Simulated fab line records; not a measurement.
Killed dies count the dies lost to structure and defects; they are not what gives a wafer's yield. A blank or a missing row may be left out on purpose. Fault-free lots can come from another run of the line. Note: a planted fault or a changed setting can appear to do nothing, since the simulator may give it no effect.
fab line records ; flow n5-finfet
record lots=8; wafers=23; last-day=18
route steps=1938 shown BEOL_M4@1111 BEOL_M7@1278 PASSIVATION@1936
lots that met no fault: from a run of the same line without faults
start-h: hours from the record's first day to the start of the lot's first wafer shown ; wait-h: hours since the lot's step before ; " identical to the entry in the row above ; L1.1+2: one row covering several wafers at once ; - no value, or no start given ; * or withheld: withheld ; < > ~ a bound
route shown NAME@n: NAME is a module with steps in the file, n the number in the route of the first one ; usual: mean/standard deviation taken from wafers without a fault ; same: alike in all rows ; chamber/n: place in a boat ; sites: the reading at each site ; _std_site: how widely they spread, as a standard deviation ; _edge_site: mean of outer sites minus mean of inner sites ; radius-mm: how far each site lies from the wafer's centre ; mask NAME#n: copy n ; behind: tool/chamber where the wafer was last shaped ; hold: why the lot went on hold/how many hours it stayed there/how the hold came to an end ; device: names the non-switching transistor (n, p or np) ; end of line: the route-end tests of the same wafers ; a step given without rows: its recipe and nothing more ; killed: count of dies lost to structure and defects at first sort (not the wafer's yield) ; map: a wafer's dies, marking killed ones x, the rest . and places with no die _
set.NAME: the run value of the setting; set.NAME@STEP: its run value at that earlier step ; model.NAME: the simulator's own value behind a step, which no gauge read
steps of the route over a sample of lots; a table a step, a row a wafer
services: a tool's chamber out of use, with start hour (start-h, from the record's first day; less than 0 if before it), hours out, and reason
## steps
# step N5_BEOL_M4_RC_MEAS_101
# usual DIBL_N=36.0/2.5; DIBL_P=36.7/3; IOFF_N=0.16/0.043; IOFF_P=0.21/0.049; ION_N=673/15; ION_P=461/9.8; SS_N=71.5/0.83; SS_P=73.4/0.83; VT_N=250/4; VT_P=-251/4
lot.wafer;tool;chamber;start-h;wait-h;DIBL_N[mV/V];DIBL_P[mV/V];IOFF_N[nA/um];IOFF_P[nA/um];ION_N[uA/um];ION_P[uA/um];SS_N[mV/dec];SS_P[mV/dec];VT_N[mV];VT_P[mV]
L968.1;prober-01;0;186.86;0.0;29.9;30.0;0.09;0.13;677;470;69.7;71.6;256;-257
L968.5;prober-01;0;186.86;0.0;35.4;36.9;0.16;0.22;671;467;71.6;72.5;245;-249
L968.6;prober-01;0;186.86;0.0;32.0;32.9;0.11;0.17;675;475;71.5;71.8;254;-250
L970.1;prober-01;0;199.92;0.0;34.7;36.8;0.13;0.22;668;469;71.1;74.0;250;-248
L970.3;prober-01;0;199.92;0.0;39.3;41.9;0.24;0.32;697;476;72.0;74.6;244;-243
L970.6;prober-01;0;199.92;0.0;35.2;37.8;0.14;0.23;660;461;70.2;74.2;253;-248
L971.1;prober-02;0;212.67;0.0;30.3;32.5;0.10;0.14;645;441;71.2;71.8;256;-257
L971.2;prober-02;0;212.67;0.0;31.6;34.5;0.12;0.16;651;453;70.9;72.6;252;-254
L971.5;prober-02;0;212.67;0.0;36.3;39.7;0.23;0.26;681;464;73.6;73.7;244;-246
L973.2;prober-01;0;218.24;0.2;39.2;43.4;0.28;0.32;689;470;72.0;75.1;242;-244
L973.4;prober-01;0;218.24;0.2;35.1;35.1;0.17;0.18;666;456;71.2;73.2;249;-254
L973.6;prober-01;0;218.24;0.2;33.3;35.7;0.13;0.17;677;463;69.9;72.6;251;-254
L974.2;prober-02;0;220.05;0.2;39.1;38.4;0.18;0.22;668;457;72.7;74.4;251;-251
L974.3;prober-02;0;220.05;0.2;37.2;37.8;0.15;0.21;665;455;71.9;73.5;251;-252
L974.4;prober-02;0;220.05;0.2;34.3;34.9;0.12;0.18;651;456;70.4;73.3;254;-255
L977.1;prober-01;0;239.40;0.0;38.9;38.3;0.19;0.23;687;462;72.6;74.1;248;-250
L977.4;prober-01;0;239.40;0.0;33.3;32.8;0.10;0.16;648;446;70.9;72.7;258;-253
L977.5;prober-01;0;239.40;0.0;36.2;35.1;0.14;0.18;654;446;72.4;73.5;253;-251
L980.3;prober-01;0;270.19;0.3;34.1;34.3;0.12;0.15;682;458;70.1;72.9;251;-257
L980.4;prober-01;0;270.19;0.3;37.5;37.5;0.18;0.20;693;462;72.1;74.3;249;-252
L986.1;prober-01;0;319.88;0.0;36.6;39.2;0.19;0.24;694;479;70.8;73.8;242;-249
L986.4;prober-01;0;319.88;0.0;35.8;38.0;0.16;0.21;684;469;71.7;73.5;248;-251
L986.5;prober-01;0;319.88;0.0;35.0;36.9;0.14;0.20;669;461;71.0;73.1;252;-250
# step N5_BEOL_M7_INSPECT_13
# recipe mode=adi; inspect-instrument=brightfield
# usual raw-defect-count=396/95
lot.wafer;tool;chamber;start-h;wait-h;raw-defect-count
L968.1;defect-inspect-01;-;209.43;0.0;304
L968.5;defect-inspect-01;-;209.43;0.0;461
L968.6;defect-inspect-01;-;209.43;0.0;302
L970.1;defect-inspect-01;-;222.95;0.0;338
L970.3;defect-inspect-01;-;222.95;0.0;266
L970.6;defect-inspect-01;-;222.95;0.0;330
L971.1;defect-inspect-02;-;235.14;0.0;527
L971.2;defect-inspect-02;-;235.14;0.0;453
L971.5;defect-inspect-02;-;235.14;0.0;401
L973.2;defect-inspect-02;-;239.08;0.0;420
L973.4;defect-inspect-02;-;239.08;0.0;389
L973.6;defect-inspect-02;-;239.08;0.0;412
L974.2;defect-inspect-01;-;242.86;0.0;390
L974.3;defect-inspect-01;-;242.86;0.0;658
L974.4;defect-inspect-01;-;242.86;0.0;340
L977.1;defect-inspect-02;-;266.47;0.0;516
L977.4;defect-inspect-02;-;266.47;0.0;335
L977.5;defect-inspect-02;-;266.47;0.0;472
L980.3;defect-inspect-01;-;293.44;0.0;402
L980.4;defect-inspect-01;-;293.44;0.0;401
L986.1;defect-inspect-02;-;342.32;0.0;364
L986.4;defect-inspect-02;-;342.32;0.0;256
L986.5;defect-inspect-02;-;342.32;0.0;322
# step N5_BEOL_M7_ETCH_62
# recipe chemistry=N2/H2; target=SOC; target-depth-a=1100; overetch-a=220; mask-material=SiARC; temp-c=40; time-s=165; ion-energy-ev=200; pressure-mtorr=30; source-w=840; bias-w=150; n2-flow-sccm=200; h2-flow-sccm=200
# usual chamber-pressure-mTorr=30.00/0.031; drypump-motor-current-A=5.7/0.5; h2-flow-sccm=200.0/0.61; n2-flow-sccm=199.9/0.57; oes-product-au=0.66/0.084; rf-fwd-power-W=837.4/2.5; rf-vpp-V=523.8/2.6; showerhead-plenum-p-Torr=2.54/0.084; throttle-valve-pct=17.9/0.31
lot.wafer;tool;chamber;start-h;wait-h;chamber-pressure-mTorr;drypump-motor-current-A;h2-flow-sccm;n2-flow-sccm;oes-product-au;rf-fwd-power-W;rf-hours-counter-h;rf-vpp-V;showerhead-plenum-p-Torr;throttle-valve-pct
L968.1;rie-diel-03;0;209.71;0.0;30.01;5.6;199.6;200.3;0.61;835.0;230;526.3;2.61;18.3
L968.5;rie-diel-03;2;209.71;0.0;29.98;5.3;200.2;200.1;0.59;834.4;-;526.1;2.59;18.0
L968.6;rie-diel-03;1;209.71;0.0;29.96;5.7;199.8;199.8;0.63;836.4;-;520.0;2.44;18.2
L970.1;rie-diel-03;0;223.08;0.0;30.00;5.7;199.9;200.5;0.60;836.5;234;524.8;2.61;18.2
L970.3;rie-diel-03;1;223.08;0.0;29.97;5.7;200.2;199.1;0.62;836.0;197;521.1;2.44;18.2
L970.6;rie-diel-03;3;223.08;0.0;30.01;5.1;199.8;199.7;0.60;834.9;-;524.0;2.53;18.1
L971.1;rie-diel-03;2;235.26;0.0;30.02;5.3;199.5;199.9;0.58;836.9;247;526.7;2.59;18.0
L971.2;rie-diel-03;3;235.26;0.0;30.04;5.1;199.5;200.0;0.60;838.7;216;522.4;2.53;18.1
L971.5;rie-diel-03;0;235.26;0.0;30.00;5.7;200.6;199.0;0.60;839.2;-;527.2;2.61;18.3
L973.2;rie-diel-01;0;239.57;0.0;29.98;5.6;200.6;200.0;0.73;831.6;47;524.6;2.57;17.5
L973.4;rie-diel-01;3;239.57;0.0;30.01;6.6;199.7;199.4;0.60;837.7;-;526.6;2.64;18.2
L973.6;rie-diel-01;1;239.57;0.0;30.00;6.6;200.1;199.0;0.58;836.0;-;519.3;2.39;17.6
L974.2;rie-diel-03;2;243.14;0.0;30.00;5.3;199.9;200.9;0.58;840.0;250;527.0;2.58;18.0
L974.3;rie-diel-03;3;243.14;0.0;30.00;5.0;200.3;199.8;0.61;835.1;219;522.8;2.53;18.1
L974.4;rie-diel-03;1;243.14;0.0;29.99;5.7;200.0;199.6;0.62;841.6;203;519.5;2.43;18.2
L977.1;rie-diel-01;0;266.64;0.0;29.98;5.6;199.8;199.6;0.71;837.7;58;523.9;2.57;17.5
L977.4;rie-diel-01;0;266.64;0.0;30.05;5.6;197.7;200.4;0.71;838.0;-;524.7;2.57;17.5
L977.5;rie-diel-01;3;266.64;0.0;29.96;6.6;200.8;199.6;0.60;836.9;-;526.5;2.64;18.2
L980.3;rie-diel-03;0;293.61;0.0;29.97;5.6;200.5;200.5;0.85;842.0;2;525.4;2.60;17.8
L980.4;rie-diel-03;3;293.61;0.0;29.96;5.1;200.7;200.1;0.60;840.3;235;521.5;2.52;18.2
L986.1;rie-diel-02;3;342.45;0.0;29.99;5.5;199.8;199.8;0.70;837.1;94;526.2;2.64;17.5
L986.4;rie-diel-02;2;342.45;0.0;29.97;5.6;200.0;199.2;0.81;843.0;1;528.9;2.71;17.4
L986.5;rie-diel-02;3;342.45;0.0;29.99;5.5;199.8;199.7;0.69;834.5;-;527.9;2.64;17.5
# step N5_BEOL_M7_OVL_MEAS_29
# recipe points-per-wafer=522
# usual V6_OVL=0.1/0.67
lot.wafer;tool;chamber;start-h;wait-h;V6_OVL[nm]
L968.1;overlay-02;0;212.11;0.0;1.4
L968.5;overlay-02;0;212.11;0.0;0.7
L968.6;overlay-02;0;212.11;0.0;1.3
L970.1;overlay-02;0;224.56;0.0;0.3
L970.3;overlay-02;0;224.56;0.0;0.7
L970.6;overlay-02;0;224.56;0.0;-0.2
L971.1;overlay-01;0;235.97;0.0;0.0
L971.2;overlay-01;0;235.97;0.0;-0.4
L971.5;overlay-01;0;235.97;0.0;-0.7
L973.2;overlay-02;0;240.42;0.0;1.2
L973.4;overlay-02;0;240.42;0.0;0.5
L973.6;overlay-02;0;240.42;0.0;0.2
L974.2;overlay-01;0;244.19;0.0;-0.5
L974.3;overlay-01;0;244.19;0.0;0.0
L974.4;overlay-01;0;244.19;0.0;-0.5
L977.1;overlay-01;0;269.28;0.0;-0.4
L977.4;overlay-01;0;269.28;0.0;0.1
L977.5;overlay-01;0;269.28;0.0;-0.4
L980.3;overlay-02;0;294.53;0.0;-0.5
L980.4;overlay-02;0;294.53;0.0;1.0
L986.1;overlay-02;0;344.33;0.0;1.5
L986.4;overlay-02;0;344.33;0.0;-0.3
L986.5;overlay-02;0;344.33;0.0;1.1
# step N5_BEOL_M7_ETCH_65
# recipe chemistry=CF4; target=SiARC; target-depth-a=156; mask-material=CAR-EUV; time-s=26; ion-energy-ev=80; pressure-mtorr=40; source-w=545; bias-w=36; Ar_flow_sccm=100; cf4-flow-sccm=100; ends=cleared
# usual cf4-flow-sccm=100.06/0.28; chamber-pressure-mTorr=40.00/0.038; drypump-motor-current-A=5.7/0.46; etch-rf-on-time-s=25.8/0.67; oes-product-au=0.67/0.087; rf-fwd-power-W=532.0/2; rf-vpp-V=184.2/1.2; showerhead-plenum-p-Torr=2.14/0.072; throttle-valve-pct=15.68/0.25
lot.wafer;tool;chamber;start-h;wait-h;cf4-flow-sccm;chamber-pressure-mTorr;drypump-motor-current-A;etch-rf-on-time-s;oes-product-au;rf-fwd-power-W;rf-hours-counter-h;rf-vpp-V;showerhead-plenum-p-Torr;throttle-valve-pct
L968.1;rie-diel-03;3;213.20;0.0;100.24;40.02;5.0;25.1;0.62;530.8;210;185.0;2.11;15.84
L968.5;rie-diel-03;1;213.20;0.0;99.91;39.99;5.7;25.6;0.63;529.7;-;182.1;2.04;15.83
L968.6;rie-diel-03;2;213.20;0.0;99.66;40.02;5.3;25.5;0.60;533.2;-;184.3;2.20;15.91
L970.1;rie-diel-03;2;224.70;0.0;100.34;40.00;5.3;25.2;0.60;531.1;244;184.5;2.19;15.92
L970.3;rie-diel-03;0;224.70;0.0;99.83;40.01;5.7;25.4;0.61;530.2;235;184.3;2.20;16.08
L970.6;rie-diel-03;1;224.70;0.0;100.55;40.00;5.7;25.2;0.64;532.4;-;184.8;2.04;15.84
L971.1;rie-diel-01;0;236.11;0.0;99.70;40.02;5.5;26.3;0.73;532.9;46;184.8;2.17;15.37
L971.2;rie-diel-01;3;236.11;0.0;99.64;40.00;6.6;25.9;0.61;529.2;186;184.7;2.21;15.86
L971.5;rie-diel-01;3;236.11;0.0;99.45;40.03;6.6;26.2;0.60;532.3;-;186.2;2.21;15.85
L973.2;rie-diel-02;0;240.80;0.0;99.77;39.95;5.2;27.6;0.69;535.9;49;183.9;2.10;15.51
L973.4;rie-diel-02;3;240.80;0.0;99.64;40.01;5.5;26.4;0.73;529.6;61;185.5;2.25;15.30
L973.6;rie-diel-02;2;240.80;0.0;99.91;40.01;5.6;26.1;0.61;529.5;-;183.0;2.03;15.70
L974.2;rie-diel-03;1;244.49;0.0;99.85;40.00;5.7;25.2;0.63;534.1;204;182.9;2.04;15.84
L974.3;rie-diel-03;0;244.49;0.0;100.37;39.99;5.6;25.3;0.61;532.4;241;186.0;2.19;16.06
L974.4;rie-diel-03;0;244.49;0.0;100.04;40.00;5.6;25.5;0.61;531.6;-;183.3;2.19;16.09
L977.1;rie-diel-01;2;269.42;0.0;100.16;39.95;5.7;25.1;0.89;530.3;0;184.2;2.11;15.59
L977.4;rie-diel-01;2;269.42;0.0;100.35;40.05;5.7;25.2;0.89;530.4;-;183.1;2.11;15.61
L977.5;rie-diel-01;0;269.42;0.0;100.13;40.05;5.6;25.5;0.73;532.6;-;183.8;2.17;15.39
L980.3;rie-diel-01;1;294.78;0.0;99.71;40.02;6.6;24.9;0.86;534.0;1;187.0;2.30;15.08
L980.4;rie-diel-01;0;294.78;0.0;99.84;39.96;5.5;26.1;0.71;533.5;68;183.9;2.16;15.41
L986.1;rie-diel-02;3;344.55;0.0;100.56;40.04;5.5;26.2;0.70;531.2;95;185.8;2.24;15.36
L986.4;rie-diel-02;0;344.55;0.0;100.16;40.00;5.3;27.8;0.65;534.3;83;183.2;2.09;15.58
L986.5;rie-diel-02;2;344.55;0.0;100.27;39.90;5.6;26.0;0.81;531.0;-;184.0;2.27;15.21
# step N5_BEOL_M7_OCD_MEAS_38
# usual trench-depth-nm=93.7/1.7
lot.wafer;tool;chamber;start-h;wait-h;trench-depth-nm
L968.1;ocd-01;-;213.58;-;96.7
L968.5;ocd-01;-;213.58;-;95.4
L968.6;ocd-01;-;213.58;-;95.0
L970.1;ocd-01;-;225.08;-;94.8
L970.3;ocd-01;-;225.08;-;93.3
L970.6;ocd-01;-;225.08;-;95.0
L971.1;ocd-01;-;236.49;-;93.4
L971.2;ocd-01;-;236.49;-;93.8
L971.5;ocd-01;-;236.49;-;94.9
L973.2;ocd-01;-;241.18;-;90.5
L973.4;ocd-01;-;241.18;-;91.5
L973.6;ocd-01;-;241.18;-;92.6
L974.2;ocd-02;-;244.86;-;94.7
L974.3;ocd-02;-;244.86;-;93.3
L974.4;ocd-02;-;244.86;-;92.6
L977.1;ocd-01;-;269.80;-;95.5
L977.4;ocd-01;-;269.80;-;96.0
L977.5;ocd-01;-;269.80;-;94.0
L980.3;ocd-01;-;295.16;-;94.7
L980.4;ocd-01;-;295.16;-;88.1
L986.1;ocd-02;-;344.93;-;92.0
L986.4;ocd-02;-;344.93;-;90.7
L986.5;ocd-02;-;344.93;-;92.2
# step N5_PASSIVATION_PROBE_49
# usual defect-limited-yield=91.1/1.5; killed_at_M0_to_M3=37/11; killed_at_M4_up=13/5.6; killed-at-contacts=12/5.6; killed-at-front-end=39/11; killed-at-other=4/3.1; killed-dies=105/18; killed-open=69/13; killed-short=35/7.4; sort_bin_4_leakage=0.00/0.022; sort_bin_5_function=5.1/0.92; sort_bin_6_memory=3.4/0.76; sort_bin_8_speed=0.02/0.11; sort-n-pass=1075/18; sort-yield-pct=91.1/1.5
# same gross-dies=1180; killed-at-back-side=0
lot.wafer;tool;chamber;start-h;wait-h;defect-limited-yield[%];killed_at_M0_to_M3;killed_at_M4_up;killed-at-contacts;killed-at-front-end;killed-at-other;killed-dies;killed-open;killed-short;sort_bin_4_leakage[%];sort_bin_5_function[%];sort_bin_6_memory[%];sort_bin_8_speed[%];sort-n-pass;sort-yield-pct[%]
L970.1;prober-01;-;301.72;0.0;89.0;44;11;10;59;6;130;86;42;0;6.7;4.1;0;1050;89.0
L970.3;prober-01;-;301.82;0.1;90.3;38;18;8;44;6;114;70;42;0;5.8;3.5;0;1066;90.3
L970.6;prober-01;-;301.97;0.3;90.3;32;13;12;48;9;114;65;47;0;5.3;4.2;0;1066;90.3
L980.3;prober-02;-;390.29;0.1;91.9;27;11;11;46;1;96;58;38;0;4.6;3.2;0;1084;91.9
L980.4;prober-02;-;390.34;0.2;88.2;36;54;14;34;1;139;62;37;0;8.5;3.0;0;1041;88.2
# killed by level:class
L970.1 STI_FIN_REVEAL:geometric-particle:open=16 FIN_SAQP:geometric-particle:open=15 FIN_SAQP:geometric-particle:short=12 BEOL_M0_SAQP:geometric-particle:open=12 BEOL_M0_SAQP:geometric-particle:short=10 BEOL_M3:geometric-particle:open=9 MOL_CONTACT_COAG:geometric-particle:open=7 GATE_CUT:geometric-particle:short=5
L970.3 FIN_SAQP:geometric-particle:short=15 BEOL_M2:geometric-particle:open=13 FIN_SAQP:geometric-particle:open=9 STI_FIN_REVEAL:geometric-particle:open=9 BEOL_M0_SAQP:geometric-particle:short=7 MOL_CONTACT_COAG:geometric-particle:open=6 BEOL_M0_SAQP:geometric-particle:open=6 DUMMY_GATE:geometric-particle:open=4
L970.6 FIN_SAQP:geometric-particle:short=19 FIN_SAQP:geometric-particle:open=10 MOL_CONTACT_COAG:geometric-particle:open=10 BEOL_M0_SAQP:geometric-particle:open=9 BEOL_M0_SAQP:geometric-particle:short=6 BEOL_M3:geometric-particle:open=6 MIM_TOP_ETCH:geometric-particle:short=5 GATE_CUT:geometric-particle:short=4
L980.3 STI_FIN_REVEAL:geometric-particle:open=13 FIN_SAQP:geometric-particle:short=12 FIN_SAQP:geometric-particle:open=9 MOL_CONTACT_COAG:geometric-particle:open=7 BEOL_M4:geometric-particle:open=6 GATE_CUT:geometric-particle:short=6 BEOL_M3:geometric-particle:open=6 BEOL_M0_SAQP:geometric-particle:short=5
L980.4 BEOL_M7:area-etch=38 MOL_CONTACT_COAG:geometric-particle:open=12 BEOL_M0_SAQP:geometric-particle:short=12 GATE_CUT:geometric-particle:short=10 STI_FIN_REVEAL:geometric-particle:open=8 BEOL_M3:geometric-particle:open=7 BEOL_M2:geometric-particle:open=6 BEOL_M4:geometric-particle:open=6
## services
tool;chamber;start-h;hours;kind
rie-diel-02;-;204.96;14.6;pm
rie-diel-01;3;218.89;5.0;repair
rie-diel-02;0;225.17;5.2;repair
rie-diel-01;2;237.75;12.4;repair
rie-diel-03;2;244.14;-;clean
rie-diel-03;2;244.14;-;consumable-replace:focus-ring
rie-diel-03;2;244.14;16.8;scheduled-down
rie-diel-03;2;244.14;16.8;vent-cycle
rie-diel-01;2;250.55;-;clean
rie-diel-01;2;250.55;-;consumable-replace:focus-ring
rie-diel-01;2;250.55;18.5;scheduled-down
rie-diel-01;2;250.55;18.5;vent-cycle
rie-diel-01;1;269.04;-;clean
rie-diel-01;1;269.04;-;consumable-replace:focus-ring
rie-diel-01;1;269.04;-;consumable-replace:showerhead
rie-diel-01;1;269.04;21.5;scheduled-down
rie-diel-01;1;269.04;21.5;vent-cycle
rie-diel-03;0;270.19;-;clean
rie-diel-03;0;270.19;-;consumable-replace:focus-ring
rie-diel-02;2;301.04;12.7;repair
rie-diel-02;2;313.75;-;clean
rie-diel-02;2;313.75;-;consumable-replace:focus-ring
rie-diel-01;1;326.94;2.6;repair
rie-diel-02;1;334.58;3.1;repair
## key
first-sign step=N5_BEOL_M7_OCD_MEAS_38; reading=trench-depth-nm; direction=down; sigmas=3.3; usual=93.7; struck=88.1
effect step=N5_PASSIVATION_PROBE_49; reading=killed_at_M4_up; direction=up; sigmas=7.2; usual=13; struck=54
more-kills-born-at N5_BEOL_M7_ETCH_62@rie-diel-03=38
met-at N5_BEOL_M7_ETCH_62
struck-lots L980
struck-wafers L980.4
not-acting-at N5_BEOL_M7_INSPECT_13,N5_BEOL_M7_OVL_MEAS_29,N5_BEOL_M7_ETCH_65
onset-between 243.14 293.61
fault kind=process-parameter-drift; tool=rie-diel-03; chamber=-; onset-h=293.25; steps=N5_BEOL_M7_ETCH_62; channel=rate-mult; offset=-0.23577; shape=step; end-h=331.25; scope=struck-wafers-only
